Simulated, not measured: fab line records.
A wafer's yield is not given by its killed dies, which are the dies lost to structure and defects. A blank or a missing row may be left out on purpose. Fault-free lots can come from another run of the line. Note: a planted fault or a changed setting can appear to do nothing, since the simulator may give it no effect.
Matching of chambers ; flow n5_finfet ; N5_BEOL_M0_CMP_120 on cmp-03: 4 sister chambers
The step polishes, stops on SiOC, t overpolish 6.9 s. 8 wafers are shown with their chamber, then 9 later ones without.

== WAFERS WITH THEIR CHAMBER ==
wafer;chamber;motor_current_A (A);slurry_flow_ml_min
L086.4;1;5.3;149.8
L087.4;1;5.2;151.0
L087.6;2;6.3;149.8
L090.5;3;5.4;150.7
L090.6;2;6.1;150.5
L092.1;3;5.2;150.1
L092.3;0;6.1;149.5
L092.6;0;6.1;149.0

== WAFERS MISSING THEIR CHAMBER ==
wafer;motor_current_A (A);slurry_flow_ml_min
L094.1;6.1;149.5
L094.2;5.2;150.8
L094.6;6.0;151.2
L095.1;5.2;150.4
L095.5;5.4;149.6
L095.6;6.4;150.3
L097.1;6.5;150.3
L097.3;6.2;150.0
L097.5;5.2;149.5

== WHICH CHAMBER EACH WENT THROUGH ==
wafer;from the rows above;in truth
L094.1;can't be placed: 0 or 2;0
L094.2;can't be placed: 1 or 3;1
L094.6;can't be placed: 2 or 0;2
L095.1;can't be placed: 1 or 3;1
L095.5;can't be placed: 3 or 1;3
L095.6;can't be placed: 2 or 0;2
L097.1;can't be placed: 2 or 0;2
L097.3;can't be placed: 2 or 0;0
L097.5;can't be placed: 1 or 3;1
Correctly placed: 0 of 9. Cannot be placed on the basis of these rows: 9; the candidates contain the true chamber in 9. Number placed wrongly: 0.
How it was worked out, from the rows above alone: a wafer's distance from a chamber is the root of the sum, over the readings, of the square of ((its reading less the chamber's mean) divided by the reading's scatter). If the next closest chamber is less than 2 further off than the closest, the wafer can't be placed; otherwise it belongs to the closest. For every chamber, the mean is computed from those of its wafers that are shown. The scatter is the square root of a quotient: the sum, over the shown wafers, of each reading's squared deviation from its chamber's mean, divided by wafers minus chambers.
